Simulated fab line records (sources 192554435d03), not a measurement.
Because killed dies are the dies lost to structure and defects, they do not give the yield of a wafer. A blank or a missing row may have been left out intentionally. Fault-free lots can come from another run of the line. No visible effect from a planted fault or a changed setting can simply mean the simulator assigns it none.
fab line records ; flow n5-finfet
record: lots: 12; wafers: 36; last-day: 18
route steps=1938 shown MIM_BOT_ETCH@1867 TV_LITHO@1883 PAD_METAL@1895 PASSIVATION@1936
lots with no fault: from the same line, run without faults
start-h: hours from the record's first day to the start of the lot's first wafer shown ; wait-h: hours from the lot's prior step to this one ; " unchanged from the row above ; L1.1+2: a row that stands for several wafers ; - no value present, or no start provided ; * or withheld: withheld ; < > ~ a bound
route shown NAME@n: a module of which the file shows steps, and the number in the route of the first ; usual: the fault-free wafers' mean and standard deviation ; same: alike in all rows ; chamber/n: place in a boat ; sites: each site's reading ; _std_site: standard deviation of those values ; _edge_site: inner sites' mean taken away from outer sites' mean ; radius-mm: for every site, how far away it sits from the centre of the wafer ; mask NAME#n: copy n ; behind: the last tool/chamber to shape the wafer ; hold: the reason the lot was held/the length of the hold in hours/how it ended ; device: which transistor (n, p or np) failed to switch ; end of line: the route-end tests of the same wafers ; a step without rows: its recipe alone ; killed: the dies lost at the first sort to structure and to defects; this is not the yield of the wafer ; map: a wafer's dies, x killed, . not, _ none there
set.NAME: the setting the step ran with; set.NAME@STEP: the setting that earlier step ran with ; model.NAME: the simulator's own value behind a step, which no gauge read
route steps across a sampled set of lots; one table per step, one row per wafer
services: a tool's chamber out of use, with start hour (start-h, from the record's first day; less than 0 if before it), hours out, and reason
== steps ==
step: N5_MIM_BOT_ETCH_ETCH_03
recipe: chemistry: Cl2/BCl3; target-depth-a: 120; pressure-mtorr: 8; icp-w: 800; bias-w: 100; Cl2_flow_sccm: 20; bcl3-flow-sccm: 80
usual: bias-w: 100.1/0.31; drypump-motor-current-A: 5.73/0.27; oes-product-au: 0.80/0.091; rf-fwd-power-W: 793/3.1; throttle-valve-pct: 27.57/0.16
lot.wafer;tool;chamber;start-h;wait-h;bias-w;drypump-motor-current-A;oes-product-au;rf-fwd-power-W;rf-hours-counter-h;throttle-valve-pct
L550.1;rie-metal-01;0;284.37;0.1;99.9;5.72;0.91;795;13;27.44
L550.3;rie-metal-01;0;284.37;0.1;99.8;5.74;0.91;796;-;27.44
L550.6;rie-metal-01;1;284.37;0.1;100.4;6.33;0.73;789;-;27.42
L554.1;rie-metal-02;0;287.78;0.1;100.0;5.39;0.85;793;24;27.80
L554.4;rie-metal-02;0;287.78;0.1;99.5;5.39;0.84;797;-;27.78
L554.6;rie-metal-02;0;287.78;0.1;99.8;5.40;0.85;798;-;27.81
L552.1;rie-metal-02;0;291.99;0.1;100.5;5.37;0.85;792;25;27.79
L552.3;rie-metal-02;1;291.99;0.1;99.8;5.47;0.73;795;-;27.54
L552.6;rie-metal-02;1;291.99;0.1;99.7;5.48;0.73;794;-;27.54
L553.1;rie-metal-03;0;295.49;0.1;100.5;5.97;0.68;795;88;27.35
L553.4;rie-metal-03;1;295.49;0.1;100.6;5.81;0.94;788;-;27.68
L553.5;rie-metal-03;0;295.49;0.1;100.0;5.98;0.68;795;-;27.36
L555.1;rie-metal-03;0;298.88;0.1;100.1;5.97;0.67;796;89;27.36
L555.3;rie-metal-03;0;298.88;0.1;100.1;5.98;0.67;798;-;27.36
L555.5;rie-metal-03;0;298.88;0.1;99.7;5.98;0.68;797;-;27.36
L557.1;rie-metal-01;0;316.94;0.1;99.8;5.72;0.87;795;19;27.44
L557.5;rie-metal-01;0;316.94;0.1;99.9;5.74;0.87;797;-;27.46
L557.6;rie-metal-01;0;316.94;0.1;99.9;5.73;0.88;797;-;27.46
L558.4;rie-metal-01;0;327.12;0.1;100.0;5.72;0.87;795;-;27.46
L558.5;rie-metal-01;0;327.12;0.1;100.0;5.74;0.88;798;-;27.46
L558.6;rie-metal-01;0;327.12;0.1;100.4;5.73;0.88;796;-;27.44
L567.2;rie-metal-01;0;375.98;0.1;99.8;5.69;0.85;792;28;27.48
L567.3;rie-metal-01;0;375.98;0.1;100.1;5.70;0.84;793;-;27.47
L567.5;rie-metal-01;1;375.98;0.1;100.1;6.30;0.72;793;-;27.44
L566.2;rie-metal-02;0;376.05;0.1;100.1;5.41;0.82;794;32;27.80
L566.4;rie-metal-02;1;376.05;0.1;99.8;5.47;0.71;789;-;27.54
L566.6;rie-metal-02;1;376.05;0.1;99.6;5.48;0.71;796;-;27.56
L568.1;rie-metal-03;0;381.01;0.1;99.5;6.00;0.67;793;96;27.35
L568.4;rie-metal-03;1;381.01;0.1;100.4;5.81;0.88;788;-;27.72
L568.6;rie-metal-03;0;381.01;0.1;100.0;6.00;0.66;797;-;27.37
L571.3;rie-metal-01;0;405.57;0.1;100.0;5.72;0.84;794;-;27.47
L571.4;rie-metal-01;1;405.57;0.1;100.0;6.34;0.70;794;-;27.43
L571.5;rie-metal-01;1;405.57;0.1;100.2;6.32;0.71;791;-;27.44
L572.2;rie-metal-03;1;411.16;0.1;100.0;5.80;0.88;791;-;27.71
L572.3;rie-metal-03;1;411.16;0.1;99.7;5.83;0.87;790;-;27.72
L572.4;rie-metal-03;1;411.16;0.1;99.6;5.84;0.87;791;-;27.70
step: N5_PASSIVATION_CD_MEAS_10
recipe: target-cd-nm: 3000; landing-energy-ev: 500; detector: se-inlens
usual: cd-nm: 3000.8/1.9
lot.wafer;tool;chamber;start-h;wait-h;cd-nm
L550.1;cd-sem-03;0;285.59;-;3002.6
L550.3;cd-sem-03;0;285.59;-;3000.5
L550.6;cd-sem-03;0;285.59;-;3001.7
L554.1;cd-sem-02;0;289.63;-;3003.3
L554.4;cd-sem-02;0;289.63;-;3004.3
L554.6;cd-sem-02;0;289.63;-;3002.7
L552.1;cd-sem-03;0;295.28;-;2998.0
L552.3;cd-sem-03;0;295.28;-;2999.7
L552.6;cd-sem-03;0;295.28;-;3000.4
L553.1;cd-sem-02;0;298.17;-;2999.1
L553.4;cd-sem-02;0;298.17;-;3001.0
L553.5;cd-sem-02;0;298.17;-;2999.6
L555.1;cd-sem-02;0;302.66;-;3000.3
L555.3;cd-sem-02;0;302.66;-;2999.9
L555.5;cd-sem-02;0;302.66;-;3001.3
L557.1;cd-sem-03;0;318.40;-;3002.6
L557.5;cd-sem-03;0;318.40;-;3002.1
L557.6;cd-sem-03;0;318.40;-;3002.7
L558.4;cd-sem-03;0;328.51;-;3002.0
L558.5;cd-sem-03;0;328.51;-;3003.7
L558.6;cd-sem-03;0;328.51;-;3002.6
L566.2;cd-sem-03;0;377.88;-;2999.3
L566.4;cd-sem-03;0;377.88;-;3000.0
L566.6;cd-sem-03;0;377.88;-;2998.1
L567.2;cd-sem-03;0;378.51;-;3000.5
L567.3;cd-sem-03;0;378.51;-;3000.8
L567.5;cd-sem-03;0;378.51;-;3000.3
L568.1;cd-sem-02;0;383.77;-;3003.0
L568.4;cd-sem-02;0;383.77;-;3001.1
L568.6;cd-sem-02;0;383.77;-;3001.5
L571.3;cd-sem-03;0;408.99;-;2997.7
L571.4;cd-sem-03;0;408.99;-;3000.6
L571.5;cd-sem-03;0;408.99;-;2999.3
L572.2;cd-sem-01;0;414.81;-;3002.0
L572.3;cd-sem-01;0;414.81;-;3002.1
L572.4;cd-sem-01;0;414.81;-;3003.3
step: N5_PASSIVATION_OVL_MEAS_60
recipe: points-per-wafer: 44
usual: TV_OVL: -4/5.4
lot.wafer;tool;chamber;start-h;wait-h;TV_OVL[nm]
L550.1;overlay-02;0;285.62;0.0;0
L550.3;overlay-02;0;285.62;0.0;-1
L550.6;overlay-02;0;285.62;0.0;-4
L554.1;overlay-01;0;289.66;0.0;-1
L554.4;overlay-01;0;289.66;0.0;-2
L554.6;overlay-01;0;289.66;0.0;1
L552.1;overlay-02;0;295.31;0.0;-8
L552.3;overlay-02;0;295.31;0.0;-7
L552.6;overlay-02;0;295.31;0.0;-8
L553.1;overlay-01;0;298.20;0.0;0
L553.4;overlay-01;0;298.20;0.0;-2
L553.5;overlay-01;0;298.20;0.0;2
L555.1;overlay-02;0;302.69;0.0;-6
L555.3;overlay-02;0;302.69;0.0;-2
L555.5;overlay-02;0;302.69;0.0;0
L557.1;overlay-02;0;318.43;0.0;2
L557.5;overlay-02;0;318.43;0.0;1
L557.6;overlay-02;0;318.43;0.0;-4
L558.4;overlay-01;0;328.54;0.0;2
L558.5;overlay-01;0;328.54;0.0;2
L558.6;overlay-01;0;328.54;0.0;-1
L566.2;overlay-02;0;377.91;0.0;-3
L566.4;overlay-02;0;377.91;0.0;-5
L566.6;overlay-02;0;377.91;0.0;-7
L567.2;overlay-01;0;378.54;0.0;-17
L567.3;overlay-01;0;378.54;0.0;-18
L567.5;overlay-01;0;378.54;0.0;-9
L568.1;overlay-01;0;383.80;0.0;-6
L568.4;overlay-01;0;383.80;0.0;-1
L568.6;overlay-01;0;383.80;0.0;4
L571.3;overlay-01;0;409.02;0.0;-17
L571.4;overlay-01;0;409.02;0.0;-7
L571.5;overlay-01;0;409.02;0.0;-10
L572.2;overlay-01;0;414.83;0.0;3
L572.3;overlay-01;0;414.83;0.0;-8
L572.4;overlay-01;0;414.83;0.0;3
step: N5_PASSIVATION_SPUTTER_20
recipe: material: TaN; target-thk-a: 500; temp-c: 25; chamber-pressure-pa: 0.4
usual: throttle-valve-pct: 29.9/0.87
lot.wafer;tool;chamber;start-h;wait-h;throttle-valve-pct
L550.1;pvd-sputter-01;-;286.97;0.0;31.6
L550.3;pvd-sputter-01;-;286.97;0.0;30.1
L550.6;pvd-sputter-01;-;286.97;0.0;29.1
L554.1;pvd-sputter-03;-;292.13;0.0;29.7
L554.4;pvd-sputter-03;-;292.13;0.0;30.9
L554.6;pvd-sputter-03;-;292.13;0.0;30.3
L552.1;pvd-sputter-03;-;296.57;0.0;30.2
L552.3;pvd-sputter-03;-;296.57;0.0;29.6
L552.6;pvd-sputter-03;-;296.57;0.0;30.0
L553.1;pvd-sputter-03;-;299.31;0.0;30.0
L553.4;pvd-sputter-03;-;299.31;0.0;30.8
L553.5;pvd-sputter-03;-;299.31;0.0;30.1
L555.1;pvd-sputter-03;-;303.77;0.0;30.4
L555.3;pvd-sputter-03;-;303.77;0.0;30.0
L555.5;pvd-sputter-03;-;303.77;0.0;30.4
L557.1;pvd-sputter-03;-;319.78;0.0;30.2
L557.5;pvd-sputter-03;-;319.78;0.0;29.8
L557.6;pvd-sputter-03;-;319.78;0.0;30.8
L558.4;pvd-sputter-02;-;329.93;0.1;28.8
L558.5;pvd-sputter-02;-;329.93;0.1;29.0
L558.6;pvd-sputter-02;-;329.93;0.1;28.9
L566.2;pvd-sputter-01;-;379.39;0.0;31.8
L566.4;pvd-sputter-01;-;379.39;0.0;30.8
L566.6;pvd-sputter-01;-;379.39;0.0;31.7
L567.2;pvd-sputter-02;-;379.70;0.0;29.8
L567.3;pvd-sputter-02;-;379.70;0.0;28.6
L567.5;pvd-sputter-02;-;379.70;0.0;29.1
L568.1;pvd-sputter-01;-;385.36;0.0;30.6
L568.4;pvd-sputter-01;-;385.36;0.0;30.1
L568.6;pvd-sputter-01;-;385.36;0.0;31.4
L571.3;pvd-sputter-02;-;410.19;0.0;28.7
L571.4;pvd-sputter-02;-;410.19;0.0;28.9
L571.5;pvd-sputter-02;-;410.19;0.0;29.1
L572.2;pvd-sputter-03;-;416.21;0.0;30.0
L572.3;pvd-sputter-03;-;416.21;0.0;30.1
L572.4;pvd-sputter-03;-;416.21;0.0;30.6
step: N5_PASSIVATION_PROBE_49
usual: defect-limited-yield: 91.7/1.5; killed_at_M0_to_M3: 30/8.6; killed_at_M4_up: 12/4.5; killed-at-contacts: 13/5.8; killed-at-front-end: 38/11; killed-at-other: 4/3; killed-dies: 97/17; killed-open: 63/12; killed-short: 32/8.8; sort_bin_5_function: 4.8/0.91; sort_bin_6_memory: 3.1/0.68; sort-n-pass: 1083/17; sort-yield-pct: 91.7/1.5
same: gross-dies: 1180; killed-at-back-side: 0; sort_bin_4_leakage[%]: 0; sort_bin_8_speed[%]: 0
lot.wafer;tool;chamber;start-h;wait-h;defect-limited-yield[%];killed_at_M0_to_M3;killed_at_M4_up;killed-at-contacts;killed-at-front-end;killed-at-other;killed-dies;killed-open;killed-short;sort_bin_5_function[%];sort_bin_6_memory[%];sort-n-pass;sort-yield-pct[%]
L555.1;prober-02;-;310.06;0.0;88.9;9;5;29;38;50;131;57;26;7.2;3.0;1049;88.9
L555.3;prober-02;-;310.16;0.1;85.8;22;3;16;37;90;168;50;26;9.2;4.1;1012;85.8
L555.5;prober-02;-;310.26;0.2;89.6;16;6;12;40;49;123;37;36;6.2;2.8;1057;89.6
L557.1;prober-02;-;325.48;0.0;88.2;27;8;15;43;46;139;60;33;7.0;3.6;1041;88.2
L557.5;prober-02;-;325.68;0.2;84.7;21;20;13;29;98;181;53;25;10.4;3.3;999;84.7
L557.6;prober-02;-;325.73;0.3;85.1;33;4;18;28;93;176;58;24;10.3;3.1;1004;85.1
killed by level:class
L555.1 PAD_METAL:unspecified=47 MOL_CONTACT_COAG:geometric-particle:open=23 FIN_SAQP:geometric-particle:short=8 MOL_CONTACT_COAG:geometric-particle:short=6 STI_FIN_REVEAL:geometric-particle:open=5 GATE_CUT:geometric-particle:open=5 GATE_CUT:geometric-particle:short=5 FIN_SAQP:geometric-particle:open=3
L555.3 PAD_METAL:unspecified=90 MOL_CONTACT_COAG:geometric-particle:open=11 BEOL_M0_SAQP:geometric-particle:open=10 FIN_SAQP:geometric-particle:short=6 STI_FIN_REVEAL:geometric-particle:open=6 MOL_CONTACT_COAG:geometric-particle:short=5 BEOL_M0_SAQP:geometric-particle:short=5 ILD0:geometric-particle:open=4
L555.5 PAD_METAL:unspecified=49 FIN_SAQP:geometric-particle:short=14 MOL_CONTACT_COAG:geometric-particle:open=10 GATE_CUT:geometric-particle:short=8 BEOL_M1:geometric-particle:open=5 GATE_CUT:geometric-particle:open=3 BEOL_M0_SAQP:geometric-particle:open=3 STARTING-WAFER:geometric-particle:short=3
L557.1 PAD_METAL:unspecified=45 MOL_CONTACT_COAG:geometric-particle:open=13 FIN_SAQP:geometric-particle:short=10 GATE_CUT:geometric-particle:open=8 BEOL_M3:geometric-particle:open=8 GATE_CUT:geometric-particle:short=7 DUMMY_GATE:geometric-particle:open=6 BEOL_M0_SAQP:geometric-particle:short=6
L557.5 PAD_METAL:unspecified=98 MOL_CONTACT_COAG:geometric-particle:open=11 GATE_CUT:geometric-particle:short=7 BEOL_M0_SAQP:geometric-particle:open=7 BEOL_M3:geometric-particle:open=5 BEOL_M8:geometric-particle:open=5 BEOL_M0_SAQP:geometric-particle:short=4 BEOL_M7:geometric-particle:open=4
L557.6 PAD_METAL:unspecified=92 MOL_CONTACT_COAG:geometric-particle:open=14 BEOL_M3:geometric-particle:open=10 DUMMY_GATE:geometric-particle:open=6 BEOL_M0_SAQP:geometric-particle:open=6 STI_FIN_REVEAL:geometric-particle:open=4 MOL_CONTACT_COAG:geometric-particle:short=4 BEOL_M0_SAQP:geometric-particle:short=4
== services ==
tool;chamber;start-h;hours;kind
rie-metal-01;1;302.94;43.3;repair
pvd-sputter-01;-;352.67;1.6;repair
rie-metal-03;-;373.53;2.8;pm
rie-metal-01;-;388.84;0.7;repair
rie-metal-03;0;411.07;-;clean
== key ==
first-sign: step: N5_PASSIVATION_PROBE_49; reading: killed-at-other; direction: up; sigmas: 22; usual: 4; struck: 71
effect: step: N5_PASSIVATION_PROBE_49; reading: killed-dies; direction: up; sigmas: 3.2; usual: 97; struck: 153
more-kills-born-at: N5_PASSIVATION_SPUTTER_20@pvd-sputter-03: 421
met-at N5_PASSIVATION_SPUTTER_20
struck-lots L555,L557
not-acting-at N5_MIM_BOT_ETCH_ETCH_03,N5_PASSIVATION_CD_MEAS_10,N5_PASSIVATION_OVL_MEAS_60
onset-between 299.31 303.77
fault: kind: chamber-particle-source; tool: pvd-sputter-03; chamber: -; onset-h: 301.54; steps: N5_PASSIVATION_SPUTTER_20; rate-per-visit-cm2: 0.37632; end-h: 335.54
